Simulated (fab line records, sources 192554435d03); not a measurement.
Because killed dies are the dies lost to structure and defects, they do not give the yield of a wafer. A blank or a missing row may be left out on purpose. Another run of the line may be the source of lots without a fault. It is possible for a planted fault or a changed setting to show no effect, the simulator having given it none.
One fault through the eyes of 2 desks / flow n5-finfet / what lay behind the numbers comes last; until then each desk has only its own

AT THE TOOL OWNER'S DESK: epi-rpcvd-02
The tool's own readings at N5_WELL_APT_EPI_41 (deposits Si from SiH4/H2, target thk 50 nm, time 297.7 s): means of the sampled wafers that have a number, for each lot that ran on this tool. Any lot whose mean is over 4 standard deviations away from the usual mean is out of limits and marked OUT; that distance is given in the brackets.
Columns: A = throttle-valve-pct at N5_WELL_APT_EPI_41, usual 10.90 %
lot=L713; first seen here=day 2 10:37; A=10.83
lot=L714; first seen here=day 2 16:23; A=10.79
lot=L715; first seen here=day 2 22:13; A=10.62
lot=L716; first seen here=day 3 04:27; A=10.84
lot=L718; first seen here=day 3 15:59; A=10.79
lot=L726; first seen here=day 5 16:26; A=10.73
lot=L727; first seen here=day 5 23:01; A=10.68
Finding of this desk: none of the 7 lots has anything out of limits.

AT THE METROLOGY DESK
What the gauges read, lot by lot, whatever tool the lot ran on: means of the sampled wafers that have a number. Any lot whose mean is over 4 standard deviations away from the usual mean is out of limits and marked OUT; that distance is given in the brackets. Readings shown: 7 out of 15 (the first out of limits, and those lying furthest out on some lot).
Columns: A = CJ_N at N5_BEOL_M4_RC_MEAS_101, usual 4.31; B = CJ_P at N5_BEOL_M4_RC_MEAS_101, usual 5.79; C = IOFF_N at N5_BEOL_M4_RC_MEAS_101, usual 0.146 nA/um; D = IOFF_P at N5_BEOL_M4_RC_MEAS_101, usual 0.20 nA/um; E = RS_NWELL at N5_BEOL_M4_RC_MEAS_101, usual 1038 ohm/sq; F = RS_PWELL at N5_BEOL_M4_RC_MEAS_101, usual 3016 ohm/sq; G = VT_P at N5_BEOL_M4_RC_MEAS_101, usual -251 mV
lot=L713; first seen here=day 8 23:04; A=4.40; B=5.73; C=0.204; D=0.28; E=1040; F=3029; G=-245
lot=L714; first seen here=day 8 23:20; A=4.23; B=5.66; C=0.142; D=0.19; E=1034; F=3002; G=-249
lot=L715; first seen here=day 9 01:49; A=4.42; B=6.02; C=0.180; D=0.21; E=1038; F=3018; G=-252
lot=L716; first seen here=day 9 21:07; A=4.29; B=5.86; C=0.157; D=0.22; E=1040; F=3031; G=-251
lot=L717; first seen here=day 9 22:49; A=4.26; B=5.92; C=0.200; D=0.25; E=1036; F=3043; G=-246
lot=L718; first seen here=day 10 00:21; A=4.18; B=5.69; C=0.152; D=0.21; E=1037; F=3000; G=-247
lot=L721; first seen here=day 10 04:46; A=4.15; B=5.76; C=0.152; D=0.23; E=1036; F=3016; G=-249
lot=L723; first seen here=day 12 02:07; A=4.24; B=5.85; C=0.140; D=0.23; E=1035; F=3001; G=-246
lot=L726; first seen here=day 12 06:23; A=2.73 (-14) OUT; B=4.31 (-8.2) OUT; C=0.132; D=0.16; E=1018; F=2816 (-10) OUT; G=-254
lot=L727; first seen here=day 12 07:52; A=3.54 (-7.0) OUT; B=5.12; C=0.134; D=0.17; E=1022; F=2916 (-5.0) OUT; G=-252
lot=L733; first seen here=day 14 15:23; A=4.40; B=5.72; C=0.158; D=0.21; E=1035; F=2991; G=-250
Finding of this desk: L726, L727 out of limits, first seen on L726 at day 12 07:09 (CJ_N at N5_BEOL_M4_RC_MEAS_101). L713, L714, L715, L716, L717, L718, L721, L723, L733 stayed within limits.

TAKEN TOGETHER
An alarm was possible from the metrology desk at day 12 07:09, on L726, L727.
The desk of the tool owner found nothing out of limits.
On record at the tool owner's desk: L726, L727, within its limits.
All the named lots went through N5_WELL_APT_EPI_41 on epi-rpcvd-02.

WHAT HAD BEEN PUT IN BY THE SIMULATOR
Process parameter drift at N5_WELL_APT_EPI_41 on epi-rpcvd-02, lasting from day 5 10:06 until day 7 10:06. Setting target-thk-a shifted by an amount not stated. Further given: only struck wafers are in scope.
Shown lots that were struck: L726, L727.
Per desk, hours elapsed from the start of the fault to the first reading out of limits: for the metrology desk, 165.
